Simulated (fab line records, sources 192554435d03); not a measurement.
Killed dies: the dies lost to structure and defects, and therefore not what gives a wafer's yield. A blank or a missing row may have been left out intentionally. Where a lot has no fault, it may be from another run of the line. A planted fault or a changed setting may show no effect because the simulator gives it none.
Chamber matching || flow n5_finfet || 3 sister chambers for N5_BEOL_M1_DEP_57 on pecvd-01
The step deposits SiCN from 3MS/NH3, target thk 8 nm, time 14 s. 14 wafers are shown with their chamber, then 7 later ones without.

WAFERS PAIRED WITH THEIR CHAMBERS
{"wafer": "L076.1", "chamber": 2, "throttle_valve_pct (%)": 8.2, "showerhead_plenum_p_Torr (Torr)": 3.652}
{"wafer": "L076.2", "chamber": 1, "throttle_valve_pct (%)": 9.8, "showerhead_plenum_p_Torr (Torr)": 3.661}
{"wafer": "L076.3", "chamber": 0, "throttle_valve_pct (%)": 10.5, "showerhead_plenum_p_Torr (Torr)": 3.648}
{"wafer": "L076.4", "chamber": 0, "throttle_valve_pct (%)": 10.3, "showerhead_plenum_p_Torr (Torr)": 3.650}
{"wafer": "L076.5", "chamber": 2, "throttle_valve_pct (%)": 8.2, "showerhead_plenum_p_Torr (Torr)": 3.655}
{"wafer": "L076.6", "chamber": 1, "throttle_valve_pct (%)": 10.0, "showerhead_plenum_p_Torr (Torr)": 3.670}
{"wafer": "L078.1", "chamber": 0, "throttle_valve_pct (%)": 10.5, "showerhead_plenum_p_Torr (Torr)": 3.651}
{"wafer": "L078.2", "chamber": 1, "throttle_valve_pct (%)": 10.3, "showerhead_plenum_p_Torr (Torr)": 3.664}
{"wafer": "L078.4", "chamber": 1, "throttle_valve_pct (%)": 9.9, "showerhead_plenum_p_Torr (Torr)": 3.667}
{"wafer": "L082.2", "chamber": 0, "throttle_valve_pct (%)": 10.3, "showerhead_plenum_p_Torr (Torr)": 3.659}
{"wafer": "L082.3", "chamber": 2, "throttle_valve_pct (%)": 8.7, "showerhead_plenum_p_Torr (Torr)": 3.657}
{"wafer": "L082.4", "chamber": 2, "throttle_valve_pct (%)": 8.4, "showerhead_plenum_p_Torr (Torr)": 3.664}
{"wafer": "L089.4", "chamber": 1, "throttle_valve_pct (%)": 9.8, "showerhead_plenum_p_Torr (Torr)": 3.669}
{"wafer": "L089.5", "chamber": 0, "throttle_valve_pct (%)": 10.5, "showerhead_plenum_p_Torr (Torr)": 3.638}

SIGNATURES (means of the wafers above)
{"reading": "throttle_valve_pct", "chamber 0": 10.420, "chamber 1": 9.960, "chamber 2": 8.375, "scatter within a chamber": 0.188}
{"reading": "showerhead_plenum_p_Torr", "chamber 0": 3.64920, "chamber 1": 3.66620, "chamber 2": 3.65700, "scatter within a chamber": 0.00572}
Rule: distance of a wafer from a chamber = root of the sum over the readings of ((wafer's reading minus chamber's mean) / reading's scatter) squared. If the next closest chamber is less than 2 further off than the closest, the wafer can't be placed; otherwise it belongs to the closest. The scatter: the root of (the sum of the squares of (reading less its chamber's mean) over the shown wafers, divided by (wafers less chambers)).

WAFERS WITH NO CHAMBER GIVEN
{"wafer": "L089.6", "throttle_valve_pct (%)": 8.5, "showerhead_plenum_p_Torr (Torr)": 3.652}
{"wafer": "L090.2", "throttle_valve_pct (%)": 10.3, "showerhead_plenum_p_Torr (Torr)": 3.668}
{"wafer": "L090.3", "throttle_valve_pct (%)": 10.2, "showerhead_plenum_p_Torr (Torr)": 3.645}
{"wafer": "L090.6", "throttle_valve_pct (%)": 10.2, "showerhead_plenum_p_Torr (Torr)": 3.663}
{"wafer": "L092.1", "throttle_valve_pct (%)": 9.8, "showerhead_plenum_p_Torr (Torr)": 3.645}
{"wafer": "L092.4", "throttle_valve_pct (%)": 10.4, "showerhead_plenum_p_Torr (Torr)": 3.648}
{"wafer": "L092.5", "throttle_valve_pct (%)": 10.1, "showerhead_plenum_p_Torr (Torr)": 3.660}

WHICH CHAMBER EACH WENT THROUGH
{"wafer": "L089.6", "from the rows above": 2, "in truth": 2}
{"wafer": "L090.2", "from the rows above": "can't be placed: 1 or 0", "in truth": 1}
{"wafer": "L090.3", "from the rows above": 0, "in truth": 0}
{"wafer": "L090.6", "from the rows above": "can't be placed: 1 or 0", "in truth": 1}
{"wafer": "L092.1", "from the rows above": "can't be placed: 0 or 1", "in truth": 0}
{"wafer": "L092.4", "from the rows above": 0, "in truth": 0}
{"wafer": "L092.5", "from the rows above": "can't be placed: 1 or 0", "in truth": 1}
Correct placement for 3 of the 7. Unplaceable from these rows: 4, with the true chamber sitting among the candidates in 4. Wrongly placed: 0.
